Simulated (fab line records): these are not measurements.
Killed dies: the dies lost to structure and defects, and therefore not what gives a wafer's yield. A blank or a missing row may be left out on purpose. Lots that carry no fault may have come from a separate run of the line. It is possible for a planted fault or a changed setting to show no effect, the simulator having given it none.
Chamber matching | flow nand_harc | NHARC_A_BLC_CMP_25 on cmp-03 has 4 sister chambers
The step polishes, t overpolish 30 s, target thk 150 nm. 8 wafers are shown with their chamber, then 10 later ones without.

## WAFERS, EACH WITH ITS CHAMBER
wafer  | chamber | motor_current_A (A) | time_to_endpoint_s (s)
L074.2 | 2       | 10.5                | 29.6
L080.4 | 2       | 10.1                | 31.7
L080.5 | 3       | 9.4                 | 29.1
L079.1 | 3       | 10.0                | 30.8
L082.5 | 1       | 12.8                | 26.7
L082.6 | 0       | 11.6                | 25.5
L085.3 | 0       | 10.9                | 28.1
L085.5 | 1       | 12.5                | 29.1

## WAFERS MISSING THEIR CHAMBER
wafer  | motor_current_A (A) | time_to_endpoint_s (s)
L085.6 | 9.4                 | 29.5
L088.2 | 13.0                | 29.6
L088.3 | 11.1                | 28.5
L088.5 | 11.2                | 28.7
L091.2 | 10.8                | 31.7
L091.4 | 12.5                | 30.1
L091.5 | 10.4                | 27.6
L093.1 | 10.0                | 28.0
L093.2 | 10.6                | 27.4
L093.4 | 12.2                | 30.0

## WHICH CHAMBER EACH WENT THROUGH
wafer  | from the rows above          | in truth
L085.6 | can't be placed: 3 or 2      | 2
L088.2 | 1                            | 1
L088.3 | can't be placed: 0 or 2      | 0
L088.5 | can't be placed: 0 or 2      | 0
L091.2 | can't be placed: 2 or 3 or 0 | 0
L091.4 | 1                            | 1
L091.5 | can't be placed: 2 or 0 or 3 | 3
L093.1 | can't be placed: 3 or 2 or 0 | 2
L093.2 | can't be placed: 0 or 2 or 3 | 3
L093.4 | can't be placed: 1 or 0      | 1
Correct placement for 2 of the 10. From these rows, 8 cannot be placed; in 8 the true chamber is one of the candidates. Wrongly placed: 0.
How it was worked out, from the rows above alone: a wafer's distance from a chamber is the root of the sum, over the readings, of the square of ((its reading less the chamber's mean) divided by the reading's scatter). The wafer belongs to the nearest chamber; if the next one is less than 2 further off, it can't be placed. A chamber's mean is the mean of its shown wafers. The scatter is the square root of a quotient: the sum, over the shown wafers, of each reading's squared deviation from its chamber's mean, divided by wafers minus chambers.
